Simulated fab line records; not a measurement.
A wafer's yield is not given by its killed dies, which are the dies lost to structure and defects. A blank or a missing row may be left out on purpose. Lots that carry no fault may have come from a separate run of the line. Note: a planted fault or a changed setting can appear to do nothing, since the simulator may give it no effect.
A single fault, viewed from 2 desks :: flow nand harc :: only its own numbers are on each desk; what lay behind them is given at the end

## FROM THE METROLOGY DESK
Lot by lot, what the gauges showed, no matter which tool ran the lot: averages of those sampled wafers that carry a number. Any lot whose mean is over 4 standard deviations away from the usual mean is out of limits and marked OUT; that distance is given in the brackets.
Columns: A = cd nm at NHARC_THIN_TSV_CD_MEAS_12, usual 999.6 nm
lot: L187
first seen here: day 23 12:41
A: 1001.1

lot: L188
first seen here: day 24 17:31
A: 996.2

lot: L191
first seen here: day 25 06:33
A: 995.8

lot: L189
first seen here: day 25 07:37
A: 999.1

lot: L190
first seen here: day 25 11:07
A: 998.9

lot: L192
first seen here: day 25 23:56
A: 1000.9

lot: L193
first seen here: day 26 22:34
A: 996.7

lot: L194
first seen here: day 26 23:46
A: 1000.1

lot: L196
first seen here: day 27 18:20
A: 999.1

lot: L205
first seen here: day 31 07:27
A: 1001.1

lot: L206
first seen here: day 32 02:44
A: 1002.2

lot: L209
first seen here: day 32 15:30
A: 999.5
This desk's verdict: no lot among the 12 shows anything out of limits.

## TOOL OWNER'S DESK, rie diel-04
The tool's own readings at NHARC_THIN_TSV_ETCH_44 (etches the open film in CF4/O2, target depth 1594.2 nm, time 797.1 s): means of the sampled wafers that have a number, for each lot that ran on this tool. Any lot whose mean is over 4 standard deviations away from the usual mean is out of limits and marked OUT; that distance is given in the brackets.
Columns: A = drypump motor current A at NHARC_THIN_TSV_ETCH_44, usual 5.7 A; B = oes product au at NHARC_THIN_TSV_ETCH_44, usual 1.001 a.u.; C = rf fwd power W at NHARC_THIN_TSV_ETCH_44, usual 299.8 W; D = rf vpp V at NHARC_THIN_TSV_ETCH_44, usual 795 V; E = showerhead plenum p Torr at NHARC_THIN_TSV_ETCH_44, usual 1.84 Torr; F = throttle valve pct at NHARC_THIN_TSV_ETCH_44, usual 16.913 %
lot: L191
first seen here: day 25 06:54
A: 5.7
B: 1.004
C: 299.3
D: 794
E: 1.82
F: 16.911

lot: L193
first seen here: day 26 22:56
A: 5.7
B: 1.002
C: 299.6
D: 794
E: 1.83
F: 16.917

lot: L205
first seen here: day 31 07:52
A: 6.0
B: 1.081 (+6.7) OUT
C: 339.2 (+42) OUT
D: 798
E: 1.90
F: 16.913

lot: L206
first seen here: day 32 03:09
A: 5.4
B: 1.090 (+7.4) OUT
C: 340.3 (+43) OUT
D: 792
E: 1.78
F: 16.916
Finding of this desk: L205, L206 out of limits; the first was L205 at day 31 07:52, on oes product au at NHARC_THIN_TSV_ETCH_44. Within limits: L191, L193.

## ALL TOGETHER
The tool owner's desk could have raised an alarm at day 31 07:52, on L205, L206.
The metrology desk saw nothing out of limits.
The metrology desk holds a record of L205, L206, inside its limits.
On rie diel-04, each named lot ran NHARC_THIN_TSV_ETCH_44.

## WHAT WAS PUT IN BY THE SIMULATOR
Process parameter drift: rie diel-04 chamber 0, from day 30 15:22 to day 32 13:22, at NHARC_THIN_TSV_ETCH_44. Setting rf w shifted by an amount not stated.
Lots struck among those shown: L205, L206.
Time in hours from fault onset to the first out-of-limits reading at each desk: the tool owner's desk, 16.
